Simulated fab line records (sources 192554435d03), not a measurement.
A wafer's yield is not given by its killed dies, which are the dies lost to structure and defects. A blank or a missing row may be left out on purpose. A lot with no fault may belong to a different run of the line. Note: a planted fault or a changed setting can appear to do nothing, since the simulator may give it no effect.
fab line records	flow n5Finfet
record lots=7	wafers=39
route steps=1938 shown ZERO_LAYER@11 FIN_SAQP@96 SD_EPI_N@288 MOL_CONTACT_COAG@584 BEOL_M0@721 BEOL_M1@811 BEOL_M3@980 BEOL_M6@1239 BEOL_M8@1348 BEOL_M10@1512 BEOL_M11@1592 BEOL_M15@1809 MIM_BOT_ETCH@1868 PASSIVATION@1936
startH: start of the lot's first displayed wafer, in hours after the record's first day	waitH: hours from the lot's prior step to this one	" identical to the entry in the row above	L1.1+2: one row covering several wafers at once	- either no value or no given start	* or withheld: withheld	< > ~ a bound
route shown NAME@n: a module of which the file shows steps, and the number in the route of the first	usual: the fault-free wafers' mean and standard deviation	same: alike in all rows	chamber/n: place in a boat	sites: the reading at each site	_std_site: the standard deviation of these	_edge_site: outer sites' mean less inner sites'	radiusMm: for every site, how far away it sits from the centre of the wafer	mask NAME#n: copy n	behind: the tool/chamber that last shaped the wafer	hold: reason for holding the lot/hours on hold/outcome of the hold	device: transistor that didn't switch, given as n, p or np	end of line: the same wafers' tests at the end of the route	a step without rows: its recipe alone	killed: at the first sort, the dies lost to defects and structure; wafer yield is something else	map: dies across one wafer; x = killed, . = not, _ = none there
set.NAME: the run value of the setting; set.NAME@STEP: its run value at that earlier step	model.NAME: the simulator's own value behind a step, which no gauge read
one table per step and one row per wafer, for lots whose settings were changed on purpose
## steps
# step N5_ZERO_LAYER_DEVELOP_10
# recipe developTimeS=60	rinseLiquid=diw	dry=airSpin	devTempC=21
# step N5_FIN_SAQP_HM_DEP_03
# recipe material=SiNx	targetThkA=380	tempC=400	precursor=SiH4/NH3/N2	pressureTorr=1.5	rfW=300	timeS=33.6
# step N5_SD_EPI_N_EPI_21
# recipe material=Si:P	dopant=P	tempC=680	pressureTorr=255	timeS=690
# step N5_MOL_CONTACT_COAG_ETCHBACK_135
# recipe chemistry=CHF3	target=SiO2	targetDepthA=250	timeS=16.7	ionEnergyEv=200	pressureMtorr=30	sourceW=610	biasW=170	Ar_flow_sccm=200	CHF3_flow_sccm=50
# step N5_BEOL_M0_TRENCH_ETCH_107
# recipe chemistry=C4F6/O2	targetDepthA=328	target=SiOC	timeS=16.4	ionEnergyEv=250	pressureMtorr=30	sourceW=355	biasW=185	Ar_flow_sccm=300	C4F6_flow_sccm=10	O2_flow_sccm=10
# step N5_BEOL_M1_ALD_84
# recipe material=TaN	targetThkA=*	tempC=275	aldPrecursorFamily=PDMAT	aldCoReactant=NH3	pressureTorr=3	carrierFlowSccm=1500	pulseTimeS=2	purgeTimeS=3	coReactantPurgeTimeS=2	coReactantPulseTimeS=3	aldCycles=30	precursorVesselTempC=75	precursorVesselPressureTorr=26.25	precursorVesselCarrierSccm=1000
# step N5_BEOL_M3_TRENCH_ETCH_37
# recipe chemistry=C4F6/O2	targetDepthA=555.55	target=SiOC	timeS=29.2	ionEnergyEv=250	pressureMtorr=30	sourceW=355	biasW=185	Ar_flow_sccm=300	C4F6_flow_sccm=10	O2_flow_sccm=10
# step N5_BEOL_M6_TRENCH_ETCH_37
# recipe chemistry=C4F6/O2	targetDepthA=944.35	target=SiCOH_lowk	timeS=31.5	ionEnergyEv=250	pressureMtorr=30	sourceW=345	biasW=185	Ar_flow_sccm=300	C4F6_flow_sccm=10	O2_flow_sccm=10
# step N5_BEOL_M8_DESCUM_16
# recipe chemistry=O2	timeS=7.9	sourcePowerW=50	biasPowerW=20	pressureMtorr=20	rfFrequencyHz=2.712e+07	tempC=40	resist=CAR-ArF	o2FlowSccm=225
# step N5_BEOL_M10_TRENCH_ETCH_37
# recipe chemistry=C4F6/O2	targetDepthA=1488.3	target=SiCOH_lowk	timeS=48	ionEnergyEv=250	pressureMtorr=30	sourceW=345	biasW=185	Ar_flow_sccm=300	C4F6_flow_sccm=10	O2_flow_sccm=10
# step N5_BEOL_M11_CVD_75
# recipe material=Co	targetThkA=20	tempC=withheld	precursor=CCTBA/H2	pressureTorr=30	timeS=138.9
# step N5_BEOL_M15_TRENCH_ETCH_34
# recipe chemistry=C4F8/O2/Ar	target=SiO2	targetDepthA=8729.3	heInnerTorr=15	heOuterTorr=30	timeS=199	ionEnergyEv=800	pressureMtorr=20	sourceW=1905	biasW=2040	Ar_flow_sccm=400	C4F8_flow_sccm=16	O2_flow_sccm=12
# step N5_MIM_BOT_ETCH_ETCH_00
# recipe chemistry=Cl2/BCl3	target=TiN	targetDepthA=455	ionEnergyEv=150	pressureMtorr=10	icpW=1000	biasW=126	Cl2_flow_sccm=53.25	bcl3FlowSccm=21.75	Ar_flow_sccm=25
# step N5_PASSIVATION_PROBE_49
# usual killedAtOther=4/3.5
lot.wafer	tool	chamber	startH	waitH	set.developTimeS@ZERO_LAYER_DEVELOP_10	set.targetThkA@FIN_SAQP_HM_DEP_03	set.timeS@SD_EPI_N_EPI_21	set.targetDepthA@MOL_CONTACT_COAG_ETCHBACK_135	set.targetDepthA@BEOL_M0_TRENCH_ETCH_107	set.aldCycles@BEOL_M1_ALD_84	set.targetDepthA@BEOL_M3_TRENCH_ETCH_37	set.targetDepthA@BEOL_M6_TRENCH_ETCH_37	set.timeS@BEOL_M8_DESCUM_16	set.targetDepthA@BEOL_M10_TRENCH_ETCH_37	set.targetThkA@BEOL_M11_CVD_75	set.timeS@BEOL_M15_TRENCH_ETCH_34	set.targetDepthA@MIM_BOT_ETCH_ETCH_00	killedAtOther
L074.1	prober-02	-	329.60	0.0	60	380	690	139.4	328	30	555.55	1485	5.218	1488.3	20	161.5	455	1
L074.2	prober-02	-	329.65	0.1	60	380	501.1	139.4	328	37	555.55	1485	7.9	1488.3	28.13	199	202.3	854
L074.3	prober-02	-	329.70	0.1	60	307	501.1	250	328	30	348.6	944.35	5.218	1488.3	28.13	199	455	0
L074.4	prober-02	-	329.75	0.2	60	307	690	139.4	328	37	348.6	944.35	5.218	1488.3	20	199	202.3	1085
L074.5	prober-02	-	329.80	0.2	60	380	690	250	328	37	348.6	1485	7.9	1488.3	28.13	161.5	455	0
L074.6	prober-02	-	329.85	0.3	60	307	501.1	250	328	30	555.55	944.35	7.9	1488.3	20	161.5	202.3	1065
L082.1	prober-01	-	332.45	0.0	60	380	960.4	192.1	328	30	555.55	944.35	7.9	2248	20	199	259.2	1064
L082.2	prober-01	-	332.50	0.1	60	380	690	192.1	328	47	762	727.4	7.9	2248	28.67	307.4	259.2	1063
L082.3	prober-01	-	332.55	0.1	60	540.4	960.4	192.1	268.8	30	762	944.35	5.433	1488.3	20	199	455	3
L082.4	prober-01	-	332.60	0.2	60	540.4	960.4	250	328	47	555.55	727.4	5.433	2248	20	307.4	455	4
L082.5	prober-01	-	332.65	0.2	60	540.4	690	250	268.8	47	555.55	944.35	5.433	1488.3	28.67	307.4	259.2	1054
L082.6	prober-01	-	332.70	0.3	60	380	690	250	268.8	30	762	727.4	7.9	1488.3	28.67	199	455	9
L080.2	prober-01	-	333.35	0.1	60	380	690	250	328	30	555.55	944.35	7.9	1488.3	20	199	455	3
L080.3	prober-01	-	333.40	0.1	60	380	690	250	328	30	555.55	944.35	7.9	1488.3	20	199	455	2
L080.6	prober-01	-	333.55	0.3	60	380	690	250	328	30	555.55	944.35	7.9	1488.3	20	199	455	1
L084.1	prober-01	-	356.75	0.0	60	256.5	690	250	328	30	885.4	581.5	5.44	2117	20	165.1	593.2	2
L084.2	prober-01	-	356.80	0.1	81.65	256.5	690	197.4	328	30	555.55	581.5	7.9	1488.3	20	199	455	2
L084.3	prober-01	-	356.85	0.1	81.65	256.5	690	250	328	30	555.55	944.35	5.44	2117	15.87	199	593.2	11
L084.4	prober-01	-	356.90	0.2	60	380	690	197.4	328	30	885.4	944.35	7.9	2117	15.87	165.1	455	11
L084.5	prober-01	-	356.95	0.2	60	380	690	197.4	328	30	555.55	581.5	5.44	1488.3	15.87	199	455	4
L084.6	prober-01	-	357.00	0.3	81.65	380	690	250	328	30	885.4	944.35	7.9	1488.3	20	165.1	593.2	4
L086.1	prober-02	-	386.71	0.0	60	253.5	551.2	250	328	20	275	944.35	7.9	1488.3	9.626	199	334.5	1025
L086.2	prober-02	-	386.76	0.1	60	380	690	250	328	30	275	944.35	7.9	1488.3	20	129.8	334.5	1068
L086.3	prober-02	-	386.81	0.1	60	380	551.2	250	328	20	555.55	944.35	7.9	1067	9.626	129.8	334.5	1028
L086.4	prober-02	-	386.86	0.2	60	253.5	690	325	328	30	275	944.35	7.9	1067	9.626	199	455	5
L086.5	prober-02	-	386.91	0.2	60	253.5	551.2	325	328	30	555.55	944.35	7.9	1488.3	20	199	455	11
L086.6	prober-02	-	386.96	0.3	60	380	690	325	328	20	555.55	944.35	7.9	1067	20	129.8	455	0
L093.1	prober-02	-	460.70	0.0	82.23	380	690	211.5	485.9	30	555.55	1365	7.9	1488.3	11.83	199	455	2
L093.2	prober-02	-	460.75	0.1	82.23	506.6	690	250	328	30	820.3	1365	9.139	1488.3	11.83	103.1	455	2
L093.3	prober-02	-	460.80	0.1	60	380	690	250	328	17	820.3	1365	7.9	620	20	103.1	455	2
L093.4	prober-02	-	460.85	0.2	60	380	690	250	485.9	30	555.55	944.35	9.139	620	11.83	199	455	1
L093.5	prober-02	-	460.90	0.2	60	506.6	690	211.5	328	17	555.55	944.35	9.139	1488.3	20	103.1	455	1
L093.6	prober-02	-	460.95	0.3	82.23	506.6	690	211.5	485.9	17	820.3	944.35	7.9	620	20	199	455	2
L095.1	prober-02	-	468.82	0.0	35.85	380	690	250	393.6	23	555.55	944.35	6.344	1488.3	20	199	455	1
L095.2	prober-02	-	468.87	0.1	60	380	900.3	300.9	328	30	555.55	944.35	7.9	1488.3	9.983	199	318.5	1057
L095.3	prober-02	-	468.92	0.1	35.85	380	690	300.9	328	30	555.55	421.8	7.9	1488.3	20	199	455	2
L095.4	prober-02	-	468.97	0.2	35.85	380	900.3	250	328	23	681.9	944.35	6.344	1488.3	9.983	199	455	0
L095.5	prober-02	-	469.02	0.2	60	380	900.3	250	393.6	30	681.9	421.8	6.344	1488.3	20	199	318.5	84
L095.6	prober-02	-	469.07	0.3	60	380	690	300.9	393.6	23	681.9	421.8	7.9	1488.3	9.983	199	318.5	0
# killed by level:class
L074.1 BEOL_M6:areaEtch=193 BEOL_M2:geometricParticle:open=11 MOL_CONTACT_COAG:geometricParticle:open=11 FIN_SAQP:geometricParticle:open=7 STI_FIN_REVEAL:geometricParticle:open=7 FIN_SAQP:geometricParticle:short=5 DUMMY_GATE:geometricParticle:open=5 BEOL_M0:geometricParticle:open=5
L074.2 MIM_BOT_ETCH:areaEtch=850 BEOL_M6:areaEtch=208 STI_FIN_REVEAL:geometricParticle:open=12 BEOL_M2:geometricParticle:open=11 MOL_CONTACT_COAG:geometricParticle:open=9 FIN_SAQP:geometricParticle:open=7 BEOL_M0_SAQP:geometricParticle:short=7 BEOL_M3:geometricParticle:open=7
L074.3 MOL_CONTACT_COAG:geometricParticle:open=19 DUMMY_GATE:geometricParticle:open=14 BEOL_M2:geometricParticle:open=11 FIN_SAQP:geometricParticle:short=10 ILD0:geometricParticle:short=8 BEOL_M1:geometricParticle:open=8 FIN_SAQP:geometricParticle:open=6 MOL_CONTACT_COAG:geometricParticle:short=6
L074.4 MIM_BOT_ETCH:areaEtch=1085 MOL_CONTACT_COAG:geometricParticle:open=16 FIN_SAQP:geometricParticle:open=6 BEOL_M0_SAQP:geometricParticle:short=6 DUMMY_GATE:geometricParticle:open=5 BEOL_M0:geometricParticle:open=5 BEOL_M4:geometricParticle:open=5 FIN_SAQP:geometricParticle:short=4
L074.5 BEOL_M6:areaEtch=156 DUMMY_GATE:geometricParticle:open=12 BEOL_M3:geometricParticle:open=10 MOL_CONTACT_COAG:geometricParticle:open=10 FIN_SAQP:geometricParticle:open=9 STI_FIN_REVEAL:geometricParticle:open=9 BEOL_M2:geometricParticle:open=7 BEOL_M1:geometricParticle:open=6
L074.6 MIM_BOT_ETCH:areaEtch=1065 STI_FIN_REVEAL:geometricParticle:open=10 MOL_CONTACT_COAG:geometricParticle:open=10 BEOL_M4:geometricParticle:open=9 FIN_SAQP:geometricParticle:short=8 BEOL_M2:geometricParticle:open=8 DUMMY_GATE:geometricParticle:open=7 BEOL_M0:geometricParticle:open=7
L082.1 MIM_BOT_ETCH:areaEtch=1059 MOL_CONTACT_COAG:geometricParticle:open=17 BEOL_M0_SAQP:geometricParticle:open=16 BEOL_M0_SAQP:geometricParticle:short=13 BEOL_M2:geometricParticle:open=11 BEOL_M3:geometricParticle:open=7 FIN_SAQP:geometricParticle:short=6 FIN_SAQP:geometricParticle:open=5
L082.2 MIM_BOT_ETCH:areaEtch=1060 MOL_CONTACT_COAG:geometricParticle:open=23 BEOL_M0_SAQP:geometricParticle:short=9 BEOL_M3:geometricParticle:open=8 FIN_SAQP:geometricParticle:open=7 BEOL_M0_SAQP:geometricParticle:open=6 ILD0:geometricParticle:open=5 GATE_CUT:geometricParticle:short=5
L082.3 BEOL_M0_SAQP:geometricParticle:open=12 BEOL_M1:geometricParticle:open=9 BEOL_M2:geometricParticle:open=9 BEOL_M0_SAQP:geometricParticle:short=8 MOL_CONTACT_COAG:geometricParticle:open=7 BEOL_M4:geometricParticle:open=5 FIN_SAQP:geometricParticle:short=4 MOL_CONTACT_COAG:geometricParticle:short=4
L082.4 BEOL_M0_SAQP:geometricParticle:short=19 MOL_CONTACT_COAG:geometricParticle:open=13 BEOL_M1:geometricParticle:open=10 BEOL_M0_SAQP:geometricParticle:open=9 BEOL_M2:geometricParticle:open=8 FIN_SAQP:geometricParticle:open=6 FIN_SAQP:geometricParticle:short=6 BEOL_M6:areaEcd=5
L082.5 MIM_BOT_ETCH:areaEtch=1051 BEOL_M0_SAQP:geometricParticle:short=16 BEOL_M4:geometricParticle:open=15 BEOL_M1:geometricParticle:open=15 BEOL_M0_SAQP:geometricParticle:open=13 MOL_CONTACT_COAG:geometricParticle:open=9 FIN_SAQP:geometricParticle:open=7 BEOL_M2:geometricParticle:open=6
L082.6 BEOL_M0_SAQP:geometricParticle:open=13 MOL_CONTACT_COAG:geometricParticle:open=12 BEOL_M2:geometricParticle:open=9 BEOL_M0_SAQP:geometricParticle:short=8 BEOL_M4:geometricParticle:open=6 DUMMY_GATE:geometricParticle:open=4 BEOL_M1:geometricParticle:open=4 FIN_SAQP:geometricParticle:short=3
L080.2 FIN_SAQP:geometricParticle:open=23 BEOL_M2:geometricParticle:open=18 MOL_CONTACT_COAG:geometricParticle:open=13 FIN_SAQP:geometricParticle:short=10 HKMG_FIN:areaEtch=9 FIN_CUT:areaEtch=9 BEOL_M1:geometricParticle:open=8 GATE_CUT:geometricParticle:short=7
L080.3 FIN_SAQP:geometricParticle:open=11 BEOL_M0_SAQP:geometricParticle:short=10 MOL_CONTACT_COAG:geometricParticle:open=9 BEOL_M0_SAQP:geometricParticle:open=7 BEOL_M2:geometricParticle:open=7 STI_FIN_REVEAL:geometricParticle:open=6 BEOL_M1:geometricParticle:open=6 STARTING-WAFER:geometricParticle:short=5
L080.6 MOL_CONTACT_COAG:geometricParticle:open=12 HKMG_FIN:areaEtch=9 FIN_SAQP:geometricParticle:open=8 BEOL_M1:geometricParticle:open=6 STI_FIN_REVEAL:geometricParticle:open=6 FIN_SAQP:geometricParticle:short=5 BEOL_M4:geometricParticle:open=5 BEOL_M2:geometricParticle:open=4
L084.1 BEOL_M6:areaEcd=58 BEOL_M0_SAQP:geometricParticle:open=15 BEOL_M2:geometricParticle:open=10 MOL_CONTACT_COAG:geometricParticle:open=9 BEOL_M0_SAQP:geometricParticle:short=8 BEOL_M1:geometricParticle:open=8 BEOL_M3:geometricParticle:open=8 BEOL_M4:geometricParticle:open=7
L084.2 BEOL_M6:areaEcd=52 BEOL_M0_SAQP:geometricParticle:open=15 MOL_CONTACT_COAG:geometricParticle:open=13 BEOL_M1:geometricParticle:open=12 BEOL_M0_SAQP:geometricParticle:short=10 BEOL_M2:geometricParticle:open=9 BEOL_M4:geometricParticle:open=5 BEOL_M0:geometricParticle:open=4
L084.3 BEOL_M10:areaEtch=21 BEOL_M4:geometricParticle:open=12 STI_FIN_REVEAL:geometricParticle:open=11 MOL_CONTACT_COAG:geometricParticle:open=11 BEOL_M1:geometricParticle:open=10 MIM_TOP:geometricParticle:short=7 FIN_SAQP:geometricParticle:short=4 DUMMY_GATE:geometricParticle:open=4
L084.4 BEOL_M2:geometricParticle:open=16 MOL_CONTACT_COAG:geometricParticle:open=12 BEOL_M4:geometricParticle:open=12 HKMG_FIN:areaEtch=9 BEOL_M0_SAQP:geometricParticle:short=4 BEOL_M1:geometricParticle:open=4 BEOL_M3:geometricParticle:open=4 FIN_SAQP:geometricParticle:short=3
L084.5 BEOL_M6:areaEcd=38 BEOL_M4:geometricParticle:open=16 BEOL_M0_SAQP:geometricParticle:short=11 FIN_SAQP:geometricParticle:short=9 BEOL_M0_SAQP:geometricParticle:open=6 STI_FIN_REVEAL:geometricParticle:open=5 STARTING-WAFER:geometricParticle:short=5 FIN_SAQP:geometricParticle:open=4
L084.6 MOL_CONTACT_COAG:geometricParticle:open=12 BEOL_M2:geometricParticle:open=12 BEOL_M4:geometricParticle:open=9 BEOL_M0_SAQP:geometricParticle:open=8 STI_FIN_REVEAL:geometricParticle:open=7 BEOL_M3:geometricParticle:open=5 DUMMY_GATE:geometricParticle:open=4 STARTING-WAFER:geometricParticle:open=4
L086.1 MIM_BOT_ETCH:areaEtch=1018 BEOL_M3:geometricParticle:open=14 BEOL_M4:geometricParticle:open=14 BEOL_M0_SAQP:geometricParticle:short=13 BEOL_M0_SAQP:geometricParticle:open=13 M1:areaAld=12 BEOL_M2:geometricParticle:open=10 DUMMY_GATE:geometricParticle:open=6
L086.2 MIM_BOT_ETCH:areaEtch=1066 BEOL_M3:geometricParticle:open=12 MOL_CONTACT_COAG:geometricParticle:open=10 FIN_SAQP:geometricParticle:short=8 BEOL_M0_SAQP:geometricParticle:short=8 BEOL_M2:geometricParticle:short=8 FIN_SAQP:geometricParticle:open=7 BEOL_M3:geometricParticle:short=6
L086.3 MIM_BOT_ETCH:areaEtch=1024 BEOL_M0_SAQP:geometricParticle:short=15 BEOL_M11:interfaceVoidOpened=15 MOL_CONTACT_COAG:geometricParticle:open=14 FIN_SAQP:geometricParticle:short=10 BEOL_M0_SAQP:geometricParticle:open=10 BEOL_M3:geometricParticle:open=10 M1:areaAld=8
L086.4 BEOL_M11:interfaceVoidOpened=22 BEOL_M3:geometricParticle:open=14 BEOL_M2:geometricParticle:open=13 FIN_SAQP:geometricParticle:short=12 FIN_SAQP:geometricParticle:open=10 BEOL_M0_SAQP:geometricParticle:open=8 BEOL_M0:geometricParticle:open=7 BEOL_M0_SAQP:geometricParticle:short=6
L086.5 BEOL_M1:geometricParticle:open=14 BEOL_M3:geometricParticle:open=13 FIN_SAQP:geometricParticle:open=11 BEOL_M0_SAQP:geometricParticle:open=11 MOL_CONTACT_COAG:geometricParticle:open=10 BEOL_M2:geometricParticle:open=8 BEOL_M0_SAQP:geometricParticle:short=6 BEOL_M4:geometricParticle:open=6
L086.6 M1:areaAld=84 BEOL_M3:geometricParticle:open=11 BEOL_M5:geometricParticle:open=11 BEOL_M2:geometricParticle:open=8 FIN_SAQP:geometricParticle:short=7 BEOL_M0:geometricParticle:open=7 BEOL_M0_SAQP:geometricParticle:open=7 FIN_SAQP:geometricParticle:open=6
L093.1 FIN_SAQP:geometricParticle:short=13 MOL_CONTACT_COAG:geometricParticle:open=9 BEOL_M4:geometricParticle:open=7 BEOL_M2:geometricParticle:open=6 DUMMY_GATE:geometricParticle:open=6 MOL_CONTACT_COAG:geometricParticle:short=6 BEOL_M0_SAQP:geometricParticle:short=6 BEOL_M0_SAQP:geometricParticle:open=6
L093.2 BEOL_M15:areaEcd=86 BEOL_M6:areaEtch=56 FIN_SAQP:geometricParticle:short=20 FIN_SAQP:geometricParticle:open=11 BEOL_M3:geometricParticle:open=11 BEOL_M2:geometricParticle:open=10 STI_FIN_REVEAL:geometricParticle:open=7 GATE_CUT:geometricParticle:open=5
L093.3 BEOL_M10:areaEtch=901 M1:areaAld=195 MOL_CONTACT_COAG:geometricParticle:open=15 FIN_SAQP:geometricParticle:short=7 FIN_CUT:areaEtch=7 STI_FIN_REVEAL:geometricParticle:open=5 BEOL_M0_SAQP:geometricParticle:short=4 BEOL_M1:geometricParticle:open=4
L093.4 BEOL_M10:areaEtch=1070 BEOL_M0_SAQP:geometricParticle:open=12 BEOL_M3:geometricParticle:open=10 MOL_CONTACT_COAG:geometricParticle:open=9 BEOL_M4:geometricParticle:open=9 BEOL_M0_SAQP:geometricParticle:short=8 FIN_SAQP:geometricParticle:open=7 GATE_CUT:geometricParticle:short=7
L093.5 M1:areaAld=191 BEOL_M15:areaEcd=70 FIN_SAQP:geometricParticle:short=19 FIN_SAQP:geometricParticle:open=13 STI_FIN_REVEAL:geometricParticle:open=12 BEOL_M0_SAQP:geometricParticle:open=9 MOL_CONTACT_COAG:geometricParticle:open=7 BEOL_M0_SAQP:geometricParticle:short=6
L093.6 BEOL_M10:areaEtch=884 M1:areaAld=208 FIN_SAQP:geometricParticle:short=12 BEOL_M0_SAQP:geometricParticle:short=10 BEOL_M2:geometricParticle:open=7 BEOL_M3:geometricParticle:open=6 GATE_CUT:geometricParticle:short=5 FIN_SAQP:geometricParticle:open=4
L095.1 M1:areaAld=33 FIN_SAQP:geometricParticle:open=8 STI_FIN_REVEAL:geometricParticle:open=7 MOL_CONTACT_COAG:geometricParticle:open=7 BEOL_M0_SAQP:geometricParticle:open=6 FIN_SAQP:geometricParticle:short=5 BEOL_M3:geometricParticle:open=5 BEOL_M2:geometricParticle:open=4
L095.2 MIM_BOT_ETCH:areaEtch=1057 MOL_CONTACT_COAG:geometricParticle:open=17 BEOL_M0_SAQP:geometricParticle:short=13 STI_FIN_REVEAL:geometricParticle:open=8 BEOL_M1:geometricParticle:open=8 BEOL_M2:geometricParticle:open=8 BEOL_M4:geometricParticle:open=8 BEOL_M3:geometricParticle:open=7
L095.3 BEOL_M6:areaEcd=1096 BEOL_M0_SAQP:geometricParticle:open=9 BEOL_M4:geometricParticle:open=8 BEOL_M2:geometricParticle:open=7 BEOL_M5:geometricParticle:open=6 BEOL_M3:geometricParticle:open=5 BEOL_M0_SAQP:geometricParticle:short=5 FIN_SAQP:geometricParticle:open=4
L095.4 M1:areaAld=36 BEOL_M0_SAQP:geometricParticle:short=9 FIN_SAQP:geometricParticle:short=7 MOL_CONTACT_COAG:geometricParticle:open=7 BEOL_M2:geometricParticle:open=7 BEOL_M4:geometricParticle:open=7 BEOL_M0_SAQP:geometricParticle:open=6 STI_FIN_REVEAL:geometricParticle:open=5
L095.5 BEOL_M6:areaEcd=1014 MIM_BOT_ETCH:areaEtch=80 BEOL_M0_SAQP:geometricParticle:short=11 MOL_CONTACT_COAG:geometricParticle:open=10 BEOL_M4:geometricParticle:open=10 BEOL_M2:geometricParticle:open=9 STI_FIN_REVEAL:geometricParticle:open=5 GATE_CUT:geometricParticle:short=5
L095.6 BEOL_M6:areaEcd=1036 M1:areaAld=39 BEOL_M0_SAQP:geometricParticle:open=9 BEOL_M1:geometricParticle:open=9 GATE_CUT:geometricParticle:short=7 MOL_CONTACT_COAG:geometricParticle:open=7 DUMMY_GATE:geometricParticle:open=6 BEOL_M2:geometricParticle:open=6
## key
split step=N5_ZERO_LAYER_DEVELOP_10	setting=developTimeS	statedAs=60
response none clear
split step=N5_FIN_SAQP_HM_DEP_03	setting=targetThkA	statedAs=380
response none clear
split step=N5_SD_EPI_N_EPI_21	setting=timeS	statedAs=690
response none clear
split step=N5_MOL_CONTACT_COAG_ETCHBACK_135	setting=targetDepthA	statedAs=250
response none clear
split step=N5_BEOL_M0_TRENCH_ETCH_107	setting=targetDepthA	statedAs=328
response none clear
split step=N5_BEOL_M1_ALD_84	setting=aldCycles	statedAs=30
response none clear
split step=N5_BEOL_M3_TRENCH_ETCH_37	setting=targetDepthA	statedAs=555.55
response none clear
split step=N5_BEOL_M6_TRENCH_ETCH_37	setting=targetDepthA	statedAs=944.35
response none clear
split step=N5_BEOL_M8_DESCUM_16	setting=timeS	statedAs=7.9
response none clear
split step=N5_BEOL_M10_TRENCH_ETCH_37	setting=targetDepthA	statedAs=1488.3
response none clear
split step=N5_BEOL_M11_CVD_75	setting=targetThkA	statedAs=20
response none clear
split step=N5_BEOL_M15_TRENCH_ETCH_34	setting=timeS	statedAs=199
response none clear
split step=N5_MIM_BOT_ETCH_ETCH_00	setting=targetDepthA	statedAs=455
response step=N5_PASSIVATION_PROBE_49	reading=killedAtOther	slope=-20.2	per=1%	togetherWith=all	explained=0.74
